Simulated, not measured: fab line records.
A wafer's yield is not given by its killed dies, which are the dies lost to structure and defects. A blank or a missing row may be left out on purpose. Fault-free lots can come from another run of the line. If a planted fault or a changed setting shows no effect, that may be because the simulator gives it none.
Problem report, 8D (eight disciplines) form, completed by code | flow n5Finfet | the parts of the form that need people (team, actions taken, sign-off) are left out

## 1. WHAT IS WRONG
At N5_BEOL_M5_COAT_71, spinSpeedRpm averages 1346.7 rpm over 6 wafers from 2 lots, while fault-free wafers read 1499.9 rpm, standard deviation 1. That is -99 or more standard deviations from the usual mean.
The step: time 60 s, resist thk 5 nm.
The first sign was on wafer L957.1 at day 12 12:43, on lithoTrack-01. The record holds 18 wafers of 6 lots with a number at this step. Rule for "out" (also "out of limits"): further than 4 standard deviations from the usual mean. The other wafers with a number count as sound.

## 2. WHAT THIS IS AND IS NOT
question                    | is                     | is not
which readings at this step | spinSpeedRpm           | -
which lots                  | L957, L959             | L948, L951, L961, L963
which wafers of those lots  | all that have a number | -
read on which tools         | lithoTrack-01          | lithoTrack-02, lithoTrack-03
when                        | from day 12 12:43      | up to then (6 sound wafers); but 6 sound wafers of L961, L963 came after

## 3. WHAT RULES OUT EACH SUSPECT
Counting: any tool at a process step up to the reading is kept as a suspect provided that every lot that is out went through it and no sound lot did after the first of them.
- pecvd-01 at N5_BEOL_M5_PECVD_70 (deposits SiO2 from TEOS/O2, target thk 16 nm, time 18 s): ruled out as a lasting fault. Sound lots L961 ran on it after its first lot that is out, L957 (day 12 09:57).
- lithoTrack-01 at N5_BEOL_M5_COAT_71 (time 60 s, resist thk 5 nm): kept. All lots that are out passed through it, beginning with L957 at day 12 12:43, and no sound lot followed; its final sound lot before that point was L948 at day 9 16:22. On those wafers its own readings are out: spinSpeedRpm.
Remaining after the count: lithoTrack-01 at N5_BEOL_M5_COAT_71.

## 4. THE CAUSE (what the simulator had put in)
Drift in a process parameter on lithoTrack-01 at N5_BEOL_M5_COAT_71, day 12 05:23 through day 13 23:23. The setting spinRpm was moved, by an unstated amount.
After counting, this tool was the only one left.

## 5. SEQUENCE OF EFFECTS, ordered by route
Rows list readings where the struck wafers' mean (over those with a number) sits beyond 3 standard deviations from the usual. Only readings for which the record gives a usual standard deviation are gone through. hours: the time from each lot's start at the first step in this table that gives one to its start at this step, as a median over the lots. sigmas: the change in usual standard deviations.
hours | step               | reading      | usual      | on struck wafers | change | sigmas
0     | N5_BEOL_M5_COAT_71 | spinSpeedRpm | 1499.9 rpm | 1346.7           | -153.2 | -99 or more
Its process steps:
- N5_BEOL_M5_COAT_71: time 60 s, resist thk 5 nm.
Later steps that measure or inspect, where all struck wafers having a row at the step show a number for every such reading and not one has moved that far: N5_BEOL_M5_CD_MEAS_11, N5_BEOL_M5_OVL_MEAS_12, N5_BEOL_M5_INSPECT_13.

## 6. WHAT WOULD HAVE CAUGHT IT SOONER
7 hours passed between the start of the fault at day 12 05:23 and the first reading out of limits in this record, taken at day 12 12:43.
